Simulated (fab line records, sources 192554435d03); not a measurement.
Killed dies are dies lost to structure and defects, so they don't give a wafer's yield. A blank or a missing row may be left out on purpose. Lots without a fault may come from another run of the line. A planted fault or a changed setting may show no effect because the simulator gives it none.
fab line records | flow n5_finfet
record lots=5 wafers=15 last_day=18
route steps=1938 shown MOL_CONTACT_COAG@541
lots that met no fault: from a run of the same line without faults
start_h: hours from the record's first day to the start of the lot's first wafer shown | wait_h: hours since the lot's step before | " the same as in the row above | L1.1+2: a row that stands for several wafers | - no value, or no start given | * or withheld: withheld | < > ~ a bound
route shown NAME@n: a module of which the file shows steps, and the number in the route of the first | usual: mean/standard deviation of fault-free wafers | same: alike in all rows | chamber/n: place in a boat | sites: the reading at each site | _std_site: their standard deviation | _edge_site: outer sites' mean less inner sites' | radius_mm: how far each site lies from the wafer's centre | mask NAME#n: copy n | behind: the tool/chamber that last shaped the wafer | hold: why the lot was held/for how many hours/how that ended | device: the transistor (n, p or np) that didn't switch | end of line: the same wafers' tests at the end of the route | a step without rows: its recipe alone | killed: dies lost to structure and defects at the first sort, not the wafer's yield | map: a wafer's dies, x killed, . not, _ none there
set.NAME: the setting as run; set.NAME@STEP: as run at that earlier step | model.NAME: the simulator's own value behind a step, which no gauge read
lots at some steps of the route; a table a step, a row a wafer
services: from which hour (start_h, from the record's first day; less than 0 if before it) a tool's chamber was out of use, for how many hours, and why
## steps
# step N5_MOL_CONTACT_COAG_IMPLANT_129
# recipe species=Ge energy_kev=3 dose_cm2=6e+14 tilt_deg=0 rotation_deg=0
# usual end_station_pressure_torr=6e-06/3e-07
# columns lot.wafer tool chamber start_h wait_h end_station_pressure_torr
L076.1 implanter-01 0 98.43 0.0 6.1e-06
L076.2 " 0 " " 5.8e-06
L076.3 " 0 " " 6.4e-06
L080.2 implanter-02 0 130.09 0.1 5.9e-06
L080.3 " 0 " " 6.1e-06
L080.6 " 0 " " 5.9e-06
L081.3 implanter-01 0 135.82 0.1 5.7e-06
L081.4 " 0 " " 6.2e-06
L081.5 " 0 " " 5.5e-06
L096.1 implanter-01 0 221.63 0.0 5.9e-06
L096.2 " 0 " " 5.9e-06
L096.4 " 0 " " 6.1e-06
L097.2 implanter-02 0 225.39 0.1 5.9e-06
L097.5 " 0 " " 5.9e-06
L097.6 " 0 " " 6.4e-06
# step N5_MOL_CONTACT_COAG_PRECLEAN_111
# recipe chemistry=NF3:NH3 afs_cycles=1 temp_c=30 time_s=20 sublimation_temp_c=180 sublimation_time_s=60 pressure_torr=3 rf_power_w=30
# same time_s=20
# columns lot.wafer tool chamber start_h wait_h
L076.1+2+3 remote_plasma-02 0 100.59 2.1
L080.2+3+6 remote_plasma-02 0 130.30 0.2
L081.3+4+5 remote_plasma-02 1 136.08 0.2
L096.1+2+4 remote_plasma-01 1 222.76 1.1
L097.2+5+6 remote_plasma-01 1 225.72 0.3
# step N5_MOL_CONTACT_COAG_TI_SIL_19
# recipe material=Ti target_thk_a=42 temp_c=200 chamber_pressure_pa=5 power_w=5000 time_s=15
# usual throttle_valve_pct=29.8/1.1
# same time_s=15
# columns lot.wafer tool chamber start_h wait_h throttle_valve_pct
L076.1 pvd_sputter-02 - 100.92 0.3 29.8
L076.2 " - " " 31.6
L076.3 " - " " 30.3
L080.2 pvd_sputter-01 - 130.47 0.1 29.3
L080.3 " - " " 30.4
L080.6 " - " " 29.1
L081.3 pvd_sputter-03 - 136.30 0.2 30.2
L081.4 " - " " 27.5
L081.5 " - " " 31.3
L096.1 pvd_sputter-03 - 223.10 0.3 29.4
L096.2 " - " " 31.1
L096.4 " - " " 30.3
L097.2 pvd_sputter-01 - 226.29 0.5 30.5
L097.5 " - " " 30.4
L097.6 " - " " 30.0
# step N5_MOL_CONTACT_COAG_ALD_20
# recipe material=TiN target_thk_a=15 temp_c=400 ald_precursor_family=TiCl4 ald_co_reactant=NH3 pulse_time_s=1 purge_time_s=3 co_reactant_purge_time_s=2 co_reactant_pulse_time_s=2 ald_cycles=68 pressure_torr=3
# usual heater_power_w=892/95 precursor_pulse_height_rel=0.998/0.022
# columns lot.wafer tool chamber start_h wait_h heater_power_w precursor_pulse_height_rel
L076.1 ald_metal-01 0 101.04 0.1 963 1.031
L076.2 " 2 " " 919 0.972
L076.3 " 3 " " 984 1.003
L080.2 ald_metal-02 2 130.59 0.1 697 0.994
L080.3 " 3 " " 912 0.971
L080.6 " 1 " " 742 0.996
L081.3 ald_metal-02 1 136.43 0.1 777 0.955
L081.4 " 2 " " 693 0.999
L081.5 " 3 " " 912 0.968
L096.1 ald_metal-01 1 223.22 0.1 899 1.007
L096.2 " 3 " " 1005 0.961
L096.4 " 0 " " 959 0.999
L097.2 ald_metal-01 3 226.41 0.1 988 0.964
L097.5 " 2 " " 944 0.969
L097.6 " 3 " " 1006 1.041
# step N5_MOL_CONTACT_COAG_SIL_ANNEAL_21
# recipe temp_c=550 time_s=60 ambient=N2
# usual lamp_power_pct=7.551/0.0067 wafer_temp_C_max=551.8/0.44
# same time_s=60
# columns lot.wafer tool chamber start_h wait_h lamp_power_pct wafer_temp_C_max
L076.1 rtp_anneal-01 0 101.41 0.2 7.540 552.1
L076.2 " 0 " " 7.546 551.9
L076.3 " 0 " " 7.547 551.4
L080.2 rtp_anneal-02 0 131.00 0.2 7.545 552.1
L080.3 " 0 " " 7.544 552.1
L080.6 " 0 " " 7.553 551.6
L081.3 rtp_anneal-02 0 137.00 0.4 7.552 552.5
L081.4 " 0 " " 7.552 551.4
L081.5 " 0 " " 7.549 551.2
L096.1 rtp_anneal-02 0 223.61 0.2 7.548 551.7
L096.2 " 0 " " 7.555 551.5
L096.4 " 0 " " 7.553 551.5
L097.2 rtp_anneal-02 0 226.82 0.2 7.551 551.8
L097.5 " 0 " " 7.544 551.8
L097.6 " 0 " " 7.547 551.8
# step N5_MOL_CONTACT_COAG_PRE_CLEAN_141
# recipe gas=H2/He time_s=60 temp_c=300
# usual heater_power_w=459/33
# same time_s=60
# columns lot.wafer tool chamber start_h wait_h heater_power_w
L076.1 pvd_sputter-03 - 102.21 0.8 536
L076.2 " - " " 448
L076.3 " - " " 458
L080.2 pvd_sputter-03 - 132.64 1.6 516
L080.3 " - " " 428
L080.6 " - " " 530
L081.3 pvd_sputter-02 - 139.49 2.4 436
L081.4 " - " " 473
L081.5 " - " " 464
L096.1 pvd_sputter-02 - 223.83 0.2 453
L096.2 " - " " 436
L096.4 " - " " 491
L097.2 pvd_sputter-01 - 227.33 0.5 455
L097.5 " - " " 435
L097.6 " - " " 437
# step N5_MOL_CONTACT_COAG_SPUTTER_143
# recipe material=Co target_thk_a=25 temp_c=25 chamber_pressure_pa=0.2
# usual throttle_valve_pct=29.8/1.1
# columns lot.wafer tool chamber start_h wait_h throttle_valve_pct
L076.1 pvd_sputter-03 - 102.27 0.0 31.2
L076.2 " - " " 27.6
L076.3 " - " " 30.1
L080.2 pvd_sputter-03 - 132.70 0.0 31.1
L080.3 " - " " 29.1
L080.6 " - " " 31.3
L081.3 pvd_sputter-02 - 139.55 0.0 31.5
L081.4 " - " " 28.9
L081.5 " - " " 29.1
L096.1 pvd_sputter-02 - 223.89 0.0 29.7
L096.2 " - " " 31.7
L096.4 " - " " 30.5
L097.2 pvd_sputter-01 - 227.39 0.0 30.4
L097.5 " - " " 29.0
L097.6 " - " " 30.0
# step N5_MOL_CONTACT_COAG_CO_FILL_22
# recipe material=Co target_thk_a=200 temp_c=200 precursor=CCTBA/H2 pressure_torr=30
# usual heater_power_w=226/36
# columns lot.wafer tool chamber start_h wait_h heater_power_w
L076.1 cvd_co-01 0 102.44 0.1 266
L076.2 " 1 " " 225
L076.3 " 2 " " 183
L080.2 cvd_co-01 1 132.83 0.1 220
L080.3 " 0 " " 267
L080.6 " 0 " " 273
L081.3 cvd_co-01 2 139.67 0.1 187
L081.4 " 2 " " 183
L081.5 " 1 " " 223
L096.1 cvd_co-02 1 224.02 0.1 166
L096.2 " 2 " " 256
L096.4 " 2 " " 258
L097.2 cvd_co-02 0 227.51 0.1 229
L097.5 " 2 " " 260
L097.6 " 0 " " 235
# step N5_MOL_CONTACT_COAG_ANNEAL_113
# recipe temp_c=400 time_s=300 ambient=H2/N2
# usual lamp_power_pct=3.246/0.0031 wafer_temp_C_max=401.3/0.35
# same time_s=300
# columns lot.wafer tool chamber start_h wait_h lamp_power_pct wafer_temp_C_max
L076.1 rtp_anneal-02 0 103.14 0.4 3.246 401.1
L076.2 " 0 " " 3.250 401.2
L076.3 " 0 " " 3.247 401.3
L080.2 rtp_anneal-02 0 133.74 0.6 3.248 401.3
L080.3 " 0 " " 3.247 401.1
L080.6 " 0 " " 3.242 402.1
L081.3 rtp_anneal-01 0 140.58 0.6 3.245 401.0
L081.4 " 0 " " 3.246 401.4
L081.5 " 0 " " 3.248 401.1
L096.1 rtp_anneal-02 0 224.63 0.3 3.249 400.8
L096.2 " 0 " " 3.248 401.8
L096.4 " 0 " " 3.243 400.8
L097.2 rtp_anneal-02 0 228.33 0.5 3.246 401.3
L097.5 " 0 " " 3.242 401.1
L097.6 " 0 " " 3.238 401.6
# step N5_MOL_CONTACT_COAG_PRE_CLEAN_142
# recipe gas=H2/He time_s=60 temp_c=300
# usual heater_power_w=461/34
# same time_s=60
# columns lot.wafer tool chamber start_h wait_h heater_power_w
L076.1 pvd_sputter-01 - 104.76 1.5 456
L076.2 " - " " 524
L076.3 " - " " 428
L080.2 pvd_sputter-02 - 136.31 2.3 429
L080.3 " - " " 466
L080.6 " - " " 447
L081.3 pvd_sputter-01 - 141.62 0.9 505
L081.4 " - " " 448
L081.5 " - " " 437
L096.1 pvd_sputter-02 - 226.92 2.1 458
L096.2 " - " " 450
L096.4 " - " " 492
L097.2 pvd_sputter-03 - 230.69 2.2 428
L097.5 " - " " 418
L097.6 " - " " 527
# step N5_MOL_CONTACT_COAG_SPUTTER_130
# recipe material=Co target_thk_a=475 temp_c=25 chamber_pressure_pa=0.5 power_w=3000
# usual throttle_valve_pct=29.8/1
# columns lot.wafer tool chamber start_h wait_h throttle_valve_pct
L076.1 pvd_sputter-01 - 104.82 0.0 30.4
L076.2 " - " " 29.0
L076.3 " - " " 29.0
L080.2 pvd_sputter-02 - 136.37 0.0 29.4
L080.3 " - " " 29.2
L080.6 " - " " 29.5
L081.3 pvd_sputter-01 - 141.68 0.0 28.8
L081.4 " - " " 28.9
L081.5 " - " " 30.1
L096.1 pvd_sputter-02 - 226.98 0.0 28.7
L096.2 " - " " 29.5
L096.4 " - " " 30.1
L097.2 pvd_sputter-03 - 230.75 0.0 29.3
L097.5 " - " " 29.4
L097.6 " - " " 31.2
# step N5_MOL_CONTACT_COAG_PRECLEAN_125
# recipe chemistry=DIW time_s=57.5 temp_c=23
# same time_s=57.5
# columns lot.wafer tool chamber start_h wait_h
L076.1+2+3 wet_bench-02 3,2,1 104.95 0.1
L080.2+3+6 wet_bench-05 2,4,1 136.50 0.1
L081.3+4+5 wet_bench-03 4,5,6 141.81 0.1
L096.1+2+4 wet_bench-03 0,5,4 227.11 0.1
L097.2+5+6 wet_bench-03 0,3,1 230.88 0.1
# step N5_MOL_CONTACT_COAG_SRD_126
# recipe dry_time_s=32 dry=n2_spin spin_rpm=1500
# columns lot.wafer tool chamber start_h wait_h
L076.1+2+3 wet_bench-02 3,2,1 104.97 0.0
L080.2+3+6 wet_bench-05 2,4,1 136.52 0.0
L081.3+4+5 wet_bench-03 4,5,6 141.83 0.0
L096.1+2+4 wet_bench-03 0,5,4 227.13 0.0
L097.2+5+6 wet_bench-03 0,3,1 230.90 0.0
# step N5_MOL_CONTACT_COAG_CMP_23
# recipe stop_on=SiO2 t_overpolish_s=1.5 post_cmp_clean=cu_alkaline down_force_psi=2 platen_rpm=50.289 pad_velocity_m_s=1.0006 target_thk_nm=0
# usual head_pressure_psi=2.001/0.0039 motor_current_A=7.7/0.67 overpolish_run_s=1.500/0.009 pad_life_wafers=1070/620 time_to_endpoint_s=10/3.1
# columns lot.wafer tool chamber start_h wait_h head_pressure_psi motor_current_A overpolish_run_s pad_life_wafers time_to_endpoint_s
L076.1 cmp-04 0 105.00 0.0 2.006 8.6 1.518 1872 12
L076.2 " 1 " " 2.001 7.8 1.508 1873 8
L076.3 " 2 " " 2.006 7.9 1.513 1874 11
L080.3 cmp-03 1 136.62 0.1 2.001 7.8 1.514 680 14
L080.2 " 2 " " 1.999 7.4 1.506 681 12
L080.6 " 0 " " 2.003 6.7 1.488 - 15
L081.4 cmp-04 3 141.94 0.1 2.008 8.3 1.496 68 6
L081.3 " 0 " " 1.999 8.4 1.507 69 9
L081.5 " 1 " " 2.004 7.5 1.501 - 8
L096.1 cmp-03 3 227.16 0.0 1.994 8.0 1.492 1440 12
L096.2 " 0 " " 2.001 6.6 1.485 1441 9
L096.4 " 2 " " 1.998 7.2 1.495 1443 9
L097.2 cmp-03 1 230.94 0.0 2.007 7.8 1.505 1470 14
L097.6 " 1 " " 2.001 7.4 1.499 - 15
L097.5 " 2 " " 2.000 7.5 1.498 - 12
# step N5_MOL_CONTACT_COAG_WET_ETCH_26
# recipe target=Co target_depth_nm=13
# columns lot.wafer tool chamber start_h wait_h
L076.1+2+3 wet_bench-02 0,1,7 105.35 0.0
L080.2+3+6 wet_bench-02 3,2,5 136.90 0.0
L081.3+4+5 wet_bench-03 7,0,1 142.21 0.0
L096.1+2+4 wet_bench-02 7,0,6 227.51 0.0
L097.2+5+6 wet_bench-03 6,3,5 231.29 0.0
# step N5_MOL_CONTACT_COAG_WET_ETCH_116
# recipe chemistry=SC1-inhibited target_depth_nm=4.6 dry=ipa_marangoni rinse_time_s=30 rinse_temp_c=23
# usual rinse_temp_c=22.98/0.098
# columns lot.wafer tool chamber start_h wait_h rinse_temp_c
L076.1 wet_bench-02 0 105.51 0.0 23.04
L076.2 " 1 " " 22.76
L076.3 " 7 " " 22.95
L080.2 wet_bench-02 3 137.05 0.0 22.99
L080.3 " 2 " " 23.06
L080.6 " 5 " " 23.19
L081.3 wet_bench-03 7 142.39 0.0 23.12
L081.4 " 0 " " 22.80
L081.5 " 1 " " 23.04
L096.1 wet_bench-02 7 227.67 0.0 22.82
L096.2 " 0 " " 23.05
L096.4 " 6 " " 23.04
L097.2 wet_bench-03 6 231.46 0.0 23.08
L097.5 " 3 " " 23.00
L097.6 " 5 " " 22.98
# step N5_MOL_CONTACT_COAG_ALD_27
# recipe material=SiOC target_thk_a=170 temp_c=400 ald_precursor_family=carbosiloxane ald_co_reactant=H2-plasma pulse_time_s=1.5 time_s=2720 purge_time_s=2 co_reactant_purge_time_s=2 ald_cycles=340 pressure_torr=2
# usual heater_power_w=856/82 precursor_pulse_height_rel=0.996/0.019
# same time_s=2720
# columns lot.wafer tool chamber start_h wait_h heater_power_w precursor_pulse_height_rel
L076.1 ald_sin-04 2 105.86 0.0 932 0.960
L076.2 " 3 " " 804 0.999
L076.3 " 0 " " 760 0.993
L080.2 ald_sin-01 0 137.37 0.0 807 0.969
L080.3 " 2 " " 840 0.996
L080.6 " 1 " " 862 0.975
L081.3 ald_sin-04 0 142.77 0.0 816 1.000
L081.4 " 2 " " 931 1.005
L081.5 " 2 " " 899 1.004
L096.1 ald_sin-04 0 228.11 0.1 802 0.995
L096.2 " 3 " " 797 0.978
L096.4 " 2 " " 946 0.990
L097.2 ald_sin-04 2 231.94 0.1 925 0.958
L097.5 " 2 " " 930 0.989
L097.6 " 1 " " 831 0.996
# step N5_MOL_CONTACT_COAG_CMP_28
# recipe stop_on=SiNx t_overpolish_s=0.85 post_cmp_clean=alkaline_brush down_force_psi=4.15 platen_rpm=51.8 pad_velocity_m_s=1.0307 target_thk_nm=14.522
# usual head_pressure_psi=4.151/0.0097 motor_current_A=11.8/1 pad_life_wafers=755/520 time_to_endpoint_s=6.3/3
# columns lot.wafer tool chamber start_h wait_h head_pressure_psi motor_current_A pad_life_wafers time_to_endpoint_s
L076.2 cmp-03 0 107.43 0.8 4.166 10.4 468 10.6
L076.3 " 2 " " 4.151 11.5 470 10.5
L076.1 " 3 " " 4.144 12.2 471 10.4
L080.3 cmp-01 1 138.97 0.8 4.151 9.9 1603 3.5
L080.2 " 3 " " 4.164 9.9 1605 0.0
L080.6 " 0 " " 4.150 13.5 - 1.4
L081.4 cmp-01 3 144.41 0.9 4.133 10.3 1646 3.4
L081.3 " 0 " " 4.127 12.8 1647 5.6
L081.5 " 1 " " 4.161 10.2 - 3.1
L096.4 cmp-04 3 229.72 0.8 4.167 12.9 751 1.9
L096.1 " 0 " " 4.138 12.5 752 4.1
L096.2 " 1 " " 4.157 12.2 753 3.2
L097.2 cmp-01 3 233.54 0.8 4.158 9.8 325 1.7
L097.6 " 2 " " 4.132 12.5 - 7.1
L097.5 " 3 " " 4.159 10.0 - 1.3
# step N5_MOL_CONTACT_COAG_THK_MEAS_29
# recipe reads=SiNx_of_GATE_CUT_PECVD_57+SiNx_of_GATE_CUT_SAC_CAP_01
# usual MD_CAP_THK=17.92/0.095
# columns lot.wafer tool chamber start_h wait_h MD_CAP_THK[nm]
L076.1 film_metro-01 - 107.72 - 17.78
L076.2 " - " " 17.90
L076.3 " - " " 17.86
L080.2 film_metro-02 - 139.23 - 17.76
L080.3 " - " " 17.85
L080.6 " - " " 17.88
L081.3 film_metro-01 - 144.64 - 17.83
L081.4 " - " " 18.05
L081.5 " - " " 17.99
L096.1 film_metro-01 - 229.97 - 17.69
L096.2 " - " " 17.82
L096.4 " - " " 17.93
L097.2 film_metro-01 - 233.80 - 18.00
L097.5 " - " " 17.95
L097.6 " - " " 17.94
# step N5_MOL_CONTACT_COAG_ALD_123
# recipe material=SiNx target_thk_a=50 temp_c=400 ald_precursor_family=SiH2I2 ald_co_reactant=N2/H2-plasma pulse_time_s=1 purge_time_s=2 co_reactant_purge_time_s=2 ald_cycles=100 pressure_torr=2
# usual heater_power_w=850/70 precursor_pulse_height_rel=1.001/0.02
# columns lot.wafer tool chamber start_h wait_h heater_power_w precursor_pulse_height_rel
L076.1 ald_sin-02 0 109.05 1.3 981 1.010
L076.2 " 1 " " 925 0.988
L076.3 " 3 " " 1002 1.013
L080.2 ald_sin-01 2 139.27 0.0 851 1.034
L080.3 " 3 " " 827 0.992
L080.6 " 0 " " 812 0.999
L081.3 ald_sin-01 2 144.67 0.0 869 0.973
L081.4 " 0 " " 828 1.008
L081.5 " 2 " " 868 1.006
L096.1 ald_sin-04 2 230.27 0.3 929 0.997
L096.2 " 0 " " 792 0.997
L096.4 " 1 " " 851 1.012
L097.2 ald_sin-04 2 233.84 0.0 922 0.966
L097.5 " 0 " " 789 1.005
L097.6 " 3 " " 793 0.990
# step N5_MOL_CONTACT_COAG_PECVD_31
# recipe material=SiO2 target_thk_a=460 temp_c=400 precursor=TEOS/O2 pressure_torr=6.5 rf_w=withheld teos_flow_sccm=withheld gas=O2 flow_sccm=2650 time_s=8.9
# same time_s=8.9
# columns lot.wafer tool chamber start_h wait_h
L076.1+2+3 pecvd-03 0,1,2 109.56 0.3
L080.2+3+6 pecvd-03 0,1,2 139.79 0.3
L081.3+4+5 pecvd-03 0,1,2 145.18 0.3
L096.1+2+4 pecvd-02 1,2,2 230.78 0.3
L097.2+5+6 pecvd-02 2,0,1 234.34 0.3
# step N5_MOL_CONTACT_COAG_COAT_75
# recipe resist=SOC temp_c=250 time_s=60 spin_rpm=1500 resist_thk_nm=60
# usual chill_plate_temp_C=22.99/0.11
# same time_s=60
# columns lot.wafer tool chamber start_h wait_h chill_plate_temp_C
L076.1 litho_track-01 0 109.61 0.0 23.04
L076.2 " 0 " " 23.11
L076.3 " 0 " " 22.97
L080.2 litho_track-01 0 139.84 0.0 22.91
L080.3 " 0 " " 23.02
L080.6 " 0 " " 23.04
L081.3 litho_track-01 0 145.23 0.0 22.97
L081.4 " 0 " " 22.96
L081.5 " 0 " " 23.08
L096.1 litho_track-03 0 230.83 0.0 23.02
L096.2 " 0 " " 22.88
L096.4 " 0 " " 22.96
L097.2 litho_track-04 0 234.40 0.0 23.10
L097.5 " 0 " " 23.18
L097.6 " 0 " " 22.84
# step N5_MOL_CONTACT_COAG_COAT_76
# recipe resist=SiARC temp_c=220 time_s=60 spin_rpm=1500 resist_thk_nm=10
# usual chill_plate_temp_C=23.00/0.11
# same time_s=60
# columns lot.wafer tool chamber start_h wait_h chill_plate_temp_C
L076.1 litho_track-01 0 - - 22.99
L076.2 " 0 " " 23.00
L076.3 " 0 " " 22.96
L080.2 litho_track-01 0 - - 23.04
L080.3 " 0 " " 23.11
L080.6 " 0 " " 23.07
L081.3 litho_track-01 0 - - 22.98
L081.4 " 0 " " 22.88
L081.5 " 0 " " 23.06
L096.1 litho_track-03 0 - - 23.04
L096.2 " 0 " " 22.98
L096.4 " 0 " " 23.22
L097.2 litho_track-04 0 - - 22.99
L097.5 " 0 " " 22.93
L097.6 " 0 " " 23.00
# step N5_MOL_CONTACT_COAG_COAT_77
# recipe resist=underlayer temp_c=205 time_s=60 spin_rpm=1500 resist_thk_nm=10
# usual chill_plate_temp_C=22.97/0.097
# same time_s=60
# columns lot.wafer tool chamber start_h wait_h chill_plate_temp_C
L076.1 litho_track-01 0 - - 22.93
L076.2 " 0 " " 22.77
L076.3 " 0 " " 22.86
L080.2 litho_track-01 0 - - 22.92
L080.3 " 0 " " 22.92
L080.6 " 0 " " 22.97
L081.3 litho_track-01 0 - - 23.18
L081.4 " 0 " " 23.01
L081.5 " 0 " " 23.08
L096.1 litho_track-03 0 - - 22.97
L096.2 " 0 " " 22.83
L096.4 " 0 " " 22.92
L097.2 litho_track-04 0 - - 23.03
L097.5 " 0 " " 22.99
L097.6 " 0 " " 22.94
# step N5_MOL_CONTACT_COAG_COAT_78
# recipe resist=CAR-EUV spin_rpm=1500 resist_thk_nm=40
# usual chill_plate_temp_C=22.98/0.1
# columns lot.wafer tool chamber start_h wait_h chill_plate_temp_C
L076.1 litho_track-01 0 - - 22.86
L076.2 " 0 " " 22.89
L076.3 " 0 " " 22.92
L080.2 litho_track-01 0 - - 23.12
L080.3 " 0 " " 23.11
L080.6 " 0 " " 23.13
L081.3 litho_track-01 0 - - 23.03
L081.4 " 0 " " 23.02
L081.5 " 0 " " 23.28
L096.1 litho_track-03 0 - - 22.89
L096.2 " 0 " " 22.87
L096.4 " 0 " " 22.84
L097.2 litho_track-04 0 - - 22.99
L097.5 " 0 " " 23.12
L097.6 " 0 " " 22.99
# step N5_MOL_CONTACT_COAG_EBR_80
# recipe solvent=PGMEA ebr_width_mm=1.5
# usual chill_plate_temp_C=23.01/0.11
# columns lot.wafer tool chamber start_h wait_h chill_plate_temp_C
L076.1 litho_track-01 0 - - 22.94
L076.2 " 0 " " 23.02
L076.3 " 0 " " 22.94
L080.2 litho_track-01 0 - - 22.95
L080.3 " 0 " " 23.02
L080.6 " 0 " " 22.98
L081.3 litho_track-01 0 - - 22.79
L081.4 " 0 " " 23.03
L081.5 " 0 " " 23.04
L096.1 litho_track-03 0 - - 23.11
L096.2 " 0 " " 23.22
L096.4 " 0 " " 23.01
L097.2 litho_track-04 0 - - 22.97
L097.5 " 0 " " 23.14
L097.6 " 0 " " 23.05
# step N5_MOL_CONTACT_COAG_SOFTBAKE_79
# recipe temp_c=110 time_s=60 resist=CAR-EUV
# usual chill_plate_temp_C=23.02/0.096
# same time_s=60
# columns lot.wafer tool chamber start_h wait_h chill_plate_temp_C
L076.1 litho_track-01 0 - - 23.05
L076.2 " 0 " " 22.90
L076.3 " 0 " " 22.99
L080.2 litho_track-01 0 - - 23.01
L080.3 " 0 " " 23.10
L080.6 " 0 " " 22.79
L081.3 litho_track-01 0 - - 23.15
L081.4 " 0 " " 23.16
L081.5 " 0 " " 22.87
L096.1 litho_track-03 0 - - 22.92
L096.2 " 0 " " 23.10
L096.4 " 0 " " 23.07
L097.2 litho_track-04 0 - - 23.00
L097.5 " 0 " " 23.04
L097.6 " 0 " " 22.99
# step N5_MOL_CONTACT_COAG_EXPOSE_81
# recipe mask_id=VG na=0.33 source_shape=annular sigma_inner=0.3 sigma_outer=0.7 polarization=unpolarized defocus_nm=0 dose_mj=59.5
# usual exposure_dose_mJ_cm2=59.28/0.072
# columns lot.wafer tool chamber start_h wait_h mask exposure_dose_mJ_cm2
L076.1 euv_scanner-02 0 109.88 - VG#0 59.28
L076.2 " 0 " " VG#0 59.34
L076.3 " 0 " " VG#0 59.35
L080.2 euv_scanner-01 0 139.99 - VG#0 59.24
L080.3 " 0 " " VG#0 59.24
L080.6 " 0 " " VG#0 59.27
L081.3 euv_scanner-01 0 145.39 - VG#0 59.17
L081.4 " 0 " " VG#0 59.28
L081.5 " 0 " " VG#0 59.22
L096.1 euv_scanner-02 0 231.10 - VG#0 59.23
L096.2 " 0 " " VG#0 59.14
L096.4 " 0 " " VG#0 59.16
L097.2 euv_scanner-01 0 234.67 - VG#0 59.17
L097.5 " 0 " " VG#0 59.23
L097.6 " 0 " " VG#0 59.28
# step N5_MOL_CONTACT_COAG_PEB_82
# recipe peb_temp_c=100 peb_time_s=60 resist=CAR-EUV
# usual chill_plate_temp_C=23.03/0.12
# columns lot.wafer tool chamber start_h wait_h chill_plate_temp_C
L076.1 litho_track-01 0 109.95 0.1 23.10
L076.2 " 0 " " 23.15
L076.3 " 0 " " 22.97
L080.2 litho_track-04 0 140.06 0.1 22.91
L080.3 " 0 " " 23.10
L080.6 " 0 " " 23.02
L081.3 litho_track-03 0 145.45 0.1 22.73
L081.4 " 0 " " 22.81
L081.5 " 0 " " 22.70
L096.1 litho_track-03 0 231.17 0.1 23.04
L096.2 " 0 " " 23.09
L096.4 " 0 " " 23.11
L097.2 litho_track-03 0 234.74 0.1 23.07
L097.5 " 0 " " 23.16
L097.6 " 0 " " 23.11
# step N5_MOL_CONTACT_COAG_DEVELOP_83
# recipe develop_time_s=30 developer=TMAH resist=CAR-EUV rinse_liquid=surfactant_rinse dry=air_spin dev_temp_c=23
# usual chill_plate_temp_C=22.98/0.11
# columns lot.wafer tool chamber start_h wait_h chill_plate_temp_C
L076.1 litho_track-01 0 - - 23.02
L076.2 " 0 " " 22.93
L076.3 " 0 " " 23.05
L080.2 litho_track-04 0 - - 22.82
L080.3 " 0 " " 22.71
L080.6 " 0 " " 22.68
L081.3 litho_track-03 0 - - 23.05
L081.4 " 0 " " 22.89
L081.5 " 0 " " 22.98
L096.1 litho_track-03 0 - - 23.05
L096.2 " 0 " " 22.94
L096.4 " 0 " " 22.99
L097.2 litho_track-03 0 - - 23.14
L097.5 " 0 " " 22.94
L097.6 " 0 " " 22.92
# step N5_MOL_CONTACT_COAG_CD_MEAS_84
# recipe target_cd_nm=25.1 landing_energy_ev=500 detector=se_inlens polarity=opening
# usual cd_nm=25.14/0.26
# columns lot.wafer tool chamber start_h wait_h cd_nm
L076.1 cd_sem-02 0 110.02 - 24.49
L076.2 " 0 " " 24.66
L076.3 " 0 " " 25.02
L080.2 cd_sem-03 0 140.12 - 25.15
L080.3 " 0 " " 25.06
L080.6 " 0 " " 24.63
L081.3 cd_sem-03 0 145.52 - 24.92
L081.4 " 0 " " 25.37
L081.5 " 0 " " 25.44
L096.1 cd_sem-02 0 231.24 - 25.16
L096.2 " 0 " " 25.19
L096.4 " 0 " " 25.68
L097.2 cd_sem-02 0 234.80 - 24.74
L097.5 " 0 " " 25.05
L097.6 " 0 " " 24.82
# step N5_MOL_CONTACT_COAG_OVL_MEAS_85
# recipe points_per_wafer=522
# usual VG_OVL=-0.2/0.7
# columns lot.wafer tool chamber start_h wait_h VG_OVL[nm]
L076.1 overlay-02 0 110.05 0.0 -0.4
L076.2 " 0 " " 0.7
L076.3 " 0 " " 0.1
L080.2 overlay-01 0 140.16 0.0 -0.3
L080.3 " 0 " " 0.3
L080.6 " 0 " " -0.1
L081.3 overlay-01 0 145.55 0.0 1.3
L081.4 " 0 " " 0.2
L081.5 " 0 " " 0.7
L096.1 overlay-01 0 231.27 0.0 -0.5
L096.2 " 0 " " 0.4
L096.4 " 0 " " 0.5
L097.2 overlay-01 0 234.84 0.0 0.1
L097.5 " 0 " " 0.6
L097.6 " 0 " " 0.2
# step N5_MOL_CONTACT_COAG_INSPECT_57
# recipe mode=adi inspect_instrument=brightfield
# usual raw_defect_count=178/43
# columns lot.wafer tool chamber start_h wait_h raw_defect_count
L076.1 defect_inspect-02 - 110.11 0.1 219
L076.2 " - " " 149
L076.3 " - " " 207
L080.2 defect_inspect-01 - 140.21 0.0 166
L080.3 " - " " 134
L080.6 " - " " 125
L081.3 defect_inspect-01 - 145.60 0.0 170
L081.4 " - " " 168
L081.5 " - " " 181
L096.1 defect_inspect-01 - 231.33 0.1 157
L096.2 " - " " 152
L096.4 " - " " 150
L097.2 defect_inspect-02 - 234.89 0.0 162
L097.5 " - " " 129
L097.6 " - " " 121
## services
# columns tool chamber start_h hours kind
pecvd-03 0 74.44 15.9 repair
euv_scanner-01 - 80.78 4.6 pm
cmp-01 - 91.66 2.6 repair
pvd_sputter-01 - 98.71 1.0 repair
pecvd-03 - 98.95 0.7 repair
cmp-04 - 99.64 0.8 repair
ald_sin-01 2 101.12 6.2 repair
pvd_sputter-02 - 116.29 4.1 repair
cmp-01 - 121.50 1.7 repair
cmp-03 - 123.58 3.4 pm
cmp-04 - 124.09 4.0 pm
euv_scanner-01 - 124.19 1.0 pm
cmp-04 - 128.09 4.6 pm
implanter-01 - 131.32 3.6 repair
pvd_sputter-03 - 137.19 0.5 repair
ald_metal-01 2 137.89 3.8 repair
cmp-04 - 147.72 1.7 repair
cvd_co-01 2 150.93 11.7 repair
ald_sin-04 0 151.87 11.8 repair
euv_scanner-01 - 153.59 6.2 repair
cmp-03 - 161.57 1.2 repair
cmp-01 - 165.58 2.2 repair
pvd_sputter-01 - 172.98 11.1 repair
euv_scanner-01 - 180.34 1.0 pm
## key
fault none
